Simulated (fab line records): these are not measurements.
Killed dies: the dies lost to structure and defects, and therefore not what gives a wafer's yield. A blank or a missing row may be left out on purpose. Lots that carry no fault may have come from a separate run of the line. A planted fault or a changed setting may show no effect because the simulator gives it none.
Which of the tools did it? | flow nand harc | 12 lots, 35 wafers sampled, at 5 steps of a route of 1159

== WHAT THE GAUGES READ, wafer by wafer ==
NHARC_THIN_TSV_INSPECT_40. Usual: raw defect count at 478, with a standard deviation of 87.
lot  | measured     | on                | raw defect count | flag
L835 | day 19 12:49 | defect inspect-01 | 440 396 480      |
L838 | day 20 05:43 | defect inspect-02 | 358 426 510      |
L840 | day 20 22:03 | defect inspect-01 | 430 406 417      |
L842 | day 21 06:27 | defect inspect-01 | 493 495 566      |
L843 | day 21 06:27 | defect inspect-02 | 461 439 592      |
L844 | day 21 15:55 | defect inspect-01 | 407 454 440      |
L839 | day 21 15:56 | defect inspect-02 | 345 473 419      |
L846 | day 21 15:55 | defect inspect-02 | 388 378 463      |
L848 | day 21 19:14 | defect inspect-02 | 494 544 418      |
L845 | day 21 22:52 | defect inspect-01 | 466 471 844      |
L849 | day 22 22:02 | defect inspect-02 | 574 560          |
L857 | day 25 13:43 | defect inspect-01 | 500 518 502      |

NHARC_END_SORT_01. Usual: defect limited yield 95.6 %, standard deviation 1.6; killed at array 26, standard deviation 10; killed at other 0.8, standard deviation 1.1; killed at periphery 3.3, standard deviation 2.6; killed dies 30, standard deviation 11; killed open 3.4, standard deviation 1.8; killed short 2.0, standard deviation 1.3; sort_bin_2_pct 1.4 %, standard deviation 0.6; sort_bin_3_pct 0.22 %, standard deviation 0.19; sort_bin_4_pct 2.8 %, standard deviation 1.1; sort n pass 647, standard deviation 11; sort rim yield pct 95.8 %, standard deviation 3; sort yield pct 95.6 %, standard deviation 1.6.
lot  | measured     | on        | defect limited yield (%) | killed at array | killed at other | killed at periphery | killed dies | killed open | killed short | sort_bin_2_pct (%) | sort_bin_3_pct (%) | sort_bin_4_pct (%) | sort n pass | sort rim yield pct (%) | sort yield pct (%) | flag
L845 | day 22 10:38 | prober-01 | 95.0 0 94.5              | 32 47 35        | 1 628 0         | 1 2 2               | 34 677 37   | 6 3 3       | 3 2 3        | 1.8 95.1 1.8       | 0.59 0.15 0.30     | 2.7 4.7 3.4        | 643 0 640   | 92.5 0 92.5            | 95.0 0 94.5        | OFF
L849 | day 23 01:52 | prober-01 | 0 93.2                   | 30 39           | 643 2           | 4 5                 | 677 46      | 3 6         | 3 2          | 96.6 2.5           | 0.44 0.74          | 3.0 3.5            | 0 631       | 0 97.2                 | 0 93.2             | OFF

== EACH LOT AND THE TOOL THAT RAN IT (in order: tool; ch and the chambers of the sampled wafers; start) ==
lot  | NHARC_HYBRID_BOND_ACTIVATE_00      | NHARC_THIN_TSV_GRIND_00       | NHARC_THIN_TSV_DEP_47
L835 | rie diel-09 ch 0,1,2, day 18 11:28 | grinder-01 ch 0, day 18 23:37 | pecvd-01 ch 1,2, day 19 03:53
L838 | rie diel-13 ch 0,2,3, day 19 03:56 | grinder-01 ch 0, day 19 14:34 | pecvd-02 ch 0,1,2, day 19 18:58
L840 | rie diel-04 ch 1,2,3, day 19 18:43 | grinder-01 ch 0, day 20 06:56 | pecvd-02 ch 0,2, day 20 11:24
L842 | rie diel-09 ch 0,1,2, day 20 05:29 | grinder-01 ch 0, day 20 17:32 | pecvd-02 ch 0,1, day 20 22:14
L843 | rie diel-09 ch 2,3, day 20 05:49   | grinder-01 ch 0, day 20 16:07 | pecvd-02 ch 1,2, day 20 20:29
L844 | rie diel-09 ch 0,3, day 20 13:33   | grinder-01 ch 0, day 21 01:41 | pecvd-01 ch 0,1,2, day 21 06:09
L839 | rie diel-09 ch 1,2,3, day 20 13:55 | grinder-01 ch 0, day 21 02:53 | pecvd-03 ch 0,1, day 21 07:13
L846 | rie diel-09 ch 0,2,3, day 20 15:53 | grinder-01 ch 0, day 21 04:05 | pecvd-02 ch 0,1,2, day 21 08:28
L848 | rie diel-09 ch 0,2,3, day 20 16:13 | grinder-01 ch 0, day 21 05:16 | pecvd-01 ch 0,1, day 21 09:31
L845 | rie diel-04 ch 0,1,2, day 20 22:17 | grinder-01 ch 0, day 21 08:37 | pecvd-01 ch 0,1,2, day 21 12:58
L849 | rie diel-09 ch 1,3, day 21 12:26   | grinder-01 ch 0, day 22 06:49 | pecvd-01 ch 0,2, day 22 11:10
L857 | rie diel-09 ch 0,3, day 24 13:35   | grinder-01 ch 0, day 24 23:40 | pecvd-03 ch 0,1, day 25 03:57
- NHARC_HYBRID_BOND_ACTIVATE_00: chemistry N2, time 60 s.
- NHARC_THIN_TSV_GRIND_00
- NHARC_THIN_TSV_DEP_47: deposits SiO2, target thk 200 nm.

== WHAT THE TOOLS THEMSELVES READ (means of the sampled wafers that have a number; where no wafer has one, the mark that the record gives instead) ==
NHARC_HYBRID_BOND_ACTIVATE_00. Usual: drypump motor current A 5.7 A, standard deviation 0.51; oes product au 0.994 a.u., standard deviation 0.0078; rf vpp V 63.9 V, standard deviation 0.8; showerhead plenum p Torr 1.73 Torr, standard deviation 0.077.
lot  | tool        | drypump motor current A (A) | oes product au (a.u.) | rf vpp V (V) | showerhead plenum p Torr (Torr) | flag
L835 | rie diel-09 | 5.6                         | 1.006                 | 63.1         | 1.72                            |
L838 | rie diel-13 | 5.6                         | 0.993                 | 63.6         | 1.73                            |
L840 | rie diel-04 | 5.7                         | 0.989                 | 64.8         | 1.77                            |
L842 | rie diel-09 | 5.6                         | 0.985                 | 64.2         | 1.72                            |
L843 | rie diel-09 | 5.6                         | 0.992                 | 64.5         | 1.67                            |
L844 | rie diel-09 | 6.3                         | 0.996                 | 64.0         | 1.67                            |
L839 | rie diel-09 | 5.4                         | 0.992                 | 63.3         | 1.73                            |
L846 | rie diel-09 | 5.9                         | 0.995                 | 63.2         | 1.67                            |
L848 | rie diel-09 | 5.9                         | 0.986                 | 64.6         | 1.67                            |
L845 | rie diel-04 | 5.7                         | 1.002                 | 64.4         | 1.75                            |
L849 | rie diel-09 | 5.5                         | 0.986                 | 64.9         | 1.77                            |
L857 | rie diel-09 | 6.3                         | 1.002                 | 62.9         | 1.67                            |

NHARC_THIN_TSV_GRIND_00. Usual: motor current A 12.002 A, standard deviation 0.023; slurry flow ml min 150.1, standard deviation 0.44.
lot  | tool       | motor current A (A) | slurry flow ml min | flag
L835 | grinder-01 | 12.016              | 150.0              |
L838 | grinder-01 | 12.007              | 149.6              |
L840 | grinder-01 | 11.989              | 149.7              |
L842 | grinder-01 | 12.002              | 150.0              |
L843 | grinder-01 | 11.996              | 149.6              |
L844 | grinder-01 | 12.009              | 150.2              |
L839 | grinder-01 | 12.006              | 150.3              |
L846 | grinder-01 | 11.998              | 150.2              |
L848 | grinder-01 | 11.966              | 149.8              |
L845 | grinder-01 | 11.997              | 150.5              |
L849 | grinder-01 | 11.995              | 150.8              |
L857 | grinder-01 | 11.983              | 150.4              |

NHARC_THIN_TSV_DEP_47. Usual: throttle valve pct at 15.9 %, with a standard deviation of 0.49.
lot  | tool     | throttle valve pct (%) | flag
L835 | pecvd-01 | 15.7                   |
L838 | pecvd-02 | 16.1                   |
L840 | pecvd-02 | 15.9                   |
L842 | pecvd-02 | 16.2                   |
L843 | pecvd-02 | 16.1                   |
L844 | pecvd-01 | 15.6                   |
L839 | pecvd-03 | 16.0                   |
L846 | pecvd-02 | 16.0                   |
L848 | pecvd-01 | 15.9                   |
L845 | pecvd-01 | 15.9                   |
L849 | pecvd-01 | 15.7                   |
L857 | pecvd-03 | 16.0                   |

== THE ANSWER, worked out from the rows above alone ==
Rule: a lot is off if the mean of its wafers that have a number lies more than 3 standard deviations from the usual mean. A lot without any number at a reading at which 4 lots or more have one is off too. Where the step has rows for the other lots, those lots are counted as sound. After the gauges, taken in route order, come the tools' own readings; for these a lot's mean is taken, as printed above. At the first step where some lot is off, the reading lying furthest off is the one used; lots without a number count as furthest.
Off: L845, L849, at NHARC_END_SORT_01 (killed at other). Neither off nor sound, because the step has no rows for them: L835, L838, L840, L842, L843, L844, L839, L846, L848, L857.
A tool fits if, at a process step before that reading, it ran every lot that is off, and no sound lot after the first of them. Gauges at NHARC_END_SORT_01: tried the same way as those tools. Can't be told from this: 3 tools fit, grinder-01 at NHARC_THIN_TSV_GRIND_00, pecvd-01 at NHARC_THIN_TSV_DEP_47, prober-01 at NHARC_END_SORT_01.

== WHAT THE SIMULATOR PUT IN ==
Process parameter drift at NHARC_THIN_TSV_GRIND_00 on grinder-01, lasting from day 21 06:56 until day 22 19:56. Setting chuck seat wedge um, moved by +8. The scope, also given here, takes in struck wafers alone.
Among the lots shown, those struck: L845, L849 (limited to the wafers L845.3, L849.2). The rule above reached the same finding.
